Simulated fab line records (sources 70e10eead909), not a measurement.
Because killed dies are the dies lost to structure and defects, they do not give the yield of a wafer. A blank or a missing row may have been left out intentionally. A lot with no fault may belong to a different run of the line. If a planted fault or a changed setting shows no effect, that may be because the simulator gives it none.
Shared-tool check :: flow nand harc :: 12 lots and 36 wafers in the sample

== REASON FOR OPENING ==
Flagged at NHARC_P_GATE_INSPECT_28: reading raw defect count, on 2 of 12 lots. Wafers without a fault read 5.7, standard deviation 2.8.
Rule: a lot is flagged when every wafer of it that has a number lies more than 4 standard deviations from that mean, or none has a number. The rest of the lots are taken to be sound.

lot: L219
measured: day 5 11:07
on: defect inspect-02
raw defect count, wafer by wafer: 2 7 3
flag: 

lot: L221
measured: day 6 01:23
on: defect inspect-01
raw defect count, wafer by wafer: 3 4 2
flag: 

lot: L223
measured: day 7 01:20
on: defect inspect-01
raw defect count, wafer by wafer: 4 5 5
flag: 

lot: L224
measured: day 7 12:49
on: defect inspect-02
raw defect count, wafer by wafer: 7 3 7
flag: 

lot: L227
measured: day 8 15:37
on: defect inspect-02
raw defect count, wafer by wafer: 3 3 5
flag: 

lot: L228
measured: day 9 08:37
on: defect inspect-01
raw defect count, wafer by wafer: 5 6 3
flag: 

lot: L229
measured: day 9 15:48
on: defect inspect-01
raw defect count, wafer by wafer: 11 12 2
flag: 

lot: L230
measured: day 10 01:47
on: defect inspect-02
raw defect count, wafer by wafer: 1 8 12
flag: 

lot: L231
measured: day 10 05:38
on: defect inspect-01
raw defect count, wafer by wafer: 4 1 2
flag: 

lot: L236
measured: day 12 08:53
on: defect inspect-01
raw defect count, wafer by wafer: 5 13 6
flag: 

lot: L239
measured: day 13 14:03
on: defect inspect-02
raw defect count, wafer by wafer: 224 253 250
flag: FLAGGED

lot: L241
measured: day 14 20:47
on: defect inspect-01
raw defect count, wafer by wafer: 256 253 261
flag: FLAGGED
Average over the flagged lots: 249.5; offset from the usual +243.8, equal to +87 standard deviations.

== LOT BY LOT: THE TOOL USED ==
The record holds 1 process step before the reading, out of a route of 1302 steps. In each cell: the tool, then ch and the chambers that the sampled wafers went through, then the start.
lot: L219
flag: 
NHARC_P_GATE_STRIP_15: wet bench-03 ch 2,3,4, day 4 21:05

lot: L221
flag: 
NHARC_P_GATE_STRIP_15: wet bench-02 ch 1,3,4, day 5 10:36

lot: L223
flag: 
NHARC_P_GATE_STRIP_15: wet bench-09 ch 0,2,5, day 6 07:04

lot: L224
flag: 
NHARC_P_GATE_STRIP_15: wet bench-09 ch 3,4,7, day 6 23:23

lot: L227
flag: 
NHARC_P_GATE_STRIP_15: wet bench-09 ch 0,4,5, day 8 02:03

lot: L228
flag: 
NHARC_P_GATE_STRIP_15: wet bench-03 ch 0,1,5, day 8 11:44

lot: L229
flag: 
NHARC_P_GATE_STRIP_15: wet bench-02 ch 1,5,6, day 8 18:52

lot: L230
flag: 
NHARC_P_GATE_STRIP_15: wet bench-03 ch 1,5,7, day 9 11:45

lot: L231
flag: 
NHARC_P_GATE_STRIP_15: wet bench-09 ch 3,4,5, day 9 15:31

lot: L236
flag: 
NHARC_P_GATE_STRIP_15: wet bench-02 ch 2,4,5, day 11 17:29

lot: L239
flag: FLAGGED
NHARC_P_GATE_STRIP_15: wet bench-09 ch 0,1,2, day 12 23:44

lot: L241
flag: FLAGGED
NHARC_P_GATE_STRIP_15: wet bench-09 ch 0,6,7, day 13 22:23
What these steps do:
- NHARC_P_GATE_STRIP_15: strips in SPM, time 780 s.
- NHARC_P_GATE_INSPECT_28

== FLAGGED OVER TOTAL, TOOL BY TOOL (the gauges that took the reading come last) ==
step: NHARC_P_GATE_STRIP_15
tool: wet bench-02
lots run: 3
flagged: 0
share of the flagged lots: none
sound lots run after its first flagged lot: -

step: NHARC_P_GATE_STRIP_15
tool: wet bench-03
lots run: 3
flagged: 0
share of the flagged lots: none
sound lots run after its first flagged lot: -

step: NHARC_P_GATE_STRIP_15
tool: wet bench-09
lots run: 6
flagged: 2
share of the flagged lots: all
sound lots run after its first flagged lot: 0

step: NHARC_P_GATE_INSPECT_28
tool: defect inspect-01
lots run: 7
flagged: 1
share of the flagged lots: some
sound lots run after its first flagged lot: 0

step: NHARC_P_GATE_INSPECT_28
tool: defect inspect-02
lots run: 5
flagged: 1
share of the flagged lots: some
sound lots run after its first flagged lot: 0

== WHAT IS ALLOWED BY THE TABLE ==
In the table, 1 row covers all flagged lots: wet bench-09 at NHARC_P_GATE_STRIP_15.
- wet bench-09 at NHARC_P_GATE_STRIP_15 ran 6 lots, 2 of them flagged. Its last sound lot is L231 (day 9 15:31), its first flagged lot L239 (day 12 23:44): a fault that began between those two fits.
One tool is left: wet bench-09 at NHARC_P_GATE_STRIP_15.

== WHAT THE SIMULATOR HAD PUT IN ==
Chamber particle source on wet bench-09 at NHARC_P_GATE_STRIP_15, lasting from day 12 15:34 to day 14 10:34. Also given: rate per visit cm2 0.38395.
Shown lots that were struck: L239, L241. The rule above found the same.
